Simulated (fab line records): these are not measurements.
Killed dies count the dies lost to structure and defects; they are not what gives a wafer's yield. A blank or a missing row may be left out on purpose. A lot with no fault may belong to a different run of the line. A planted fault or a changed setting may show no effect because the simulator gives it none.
Matching of chambers    flow nand harc    NHARC_A_BONDPAD_CMP_29 on cmp-04: 4 sister chambers
The step polishes SiCN, target thk 200 nm. 20 wafers are shown with their chamber, then 10 later ones without.

== WAFERS, EACH WITH ITS CHAMBER ==
wafer   chamber  motor current A (A)  retaining ring pressure frac
L077.4  1        11.3                 0.990
L077.5  1        10.8                 0.996
L077.6  2        14.3                 0.994
L074.1  3        13.5                 0.999
L074.2  0        12.6                 1.003
L074.4  1        11.6                 1.001
L076.1  2        13.9                 0.998
L076.4  1        11.8                 0.998
L076.6  2        14.8                 0.994
L078.2  3        14.0                 0.997
L078.4  2        14.7                 1.004
L078.6  1        12.0                 1.002
L080.3  0        12.1                 1.006
L080.4  1        11.7                 1.005
L080.6  1        11.3                 0.998
L083.3  1        11.4                 0.998
L083.4  3        13.8                 1.001
L083.5  3        12.9                 0.996
L082.1  3        14.2                 1.006
L082.5  3        13.8                 1.005

SIGNATURES (means of the wafers above)
reading                       chamber 0  chamber 1  chamber 2  chamber 3  scatter within a chamber
motor current A               12.350     11.488     14.425     13.700     0.406
retaining ring pressure frac  1.00450    0.99850    0.99750    1.00067    0.00431
Rule: for each reading, subtract the chamber's mean from the wafer's reading, divide by that reading's scatter and square the result; add these up over the readings and take the root, which gives the wafer's distance from the chamber. The wafer belongs to the nearest chamber; if the next one is less than 2 further off, it can't be placed. The scatter: take each reading less its chamber's mean, square it, sum over the shown wafers, divide by the number of wafers less the number of chambers, and take the root.

== WAFERS MISSING THEIR CHAMBER ==
wafer   motor current A (A)  retaining ring pressure frac
L082.6  12.4                 0.998
L093.3  13.5                 1.002
L093.5  13.8                 1.004
L093.6  11.7                 1.010
L094.2  13.3                 1.003
L094.3  11.3                 0.994
L094.4  11.8                 1.001
L095.3  13.7                 1.007
L095.4  14.7                 1.006
L095.6  12.0                 1.002

== WHICH CHAMBER EACH WENT THROUGH ==
wafer   from the rows above           in truth
L082.6  can't be placed: 0 or 1 or 3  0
L093.3  can't be placed: 3 or 2       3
L093.5  can't be placed: 3 or 2       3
L093.6  can't be placed: 0 or 1       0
L094.2  can't be placed: 3 or 0 or 2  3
L094.3  1                             1
L094.4  can't be placed: 1 or 0       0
L095.3  can't be placed: 3 or 2 or 0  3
L095.4  can't be placed: 2 or 3       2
L095.6  can't be placed: 0 or 1       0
Correct placement for 1 of the 10. Unplaceable from these rows: 9, with the true chamber sitting among the candidates in 9. Wrongly placed: 0.
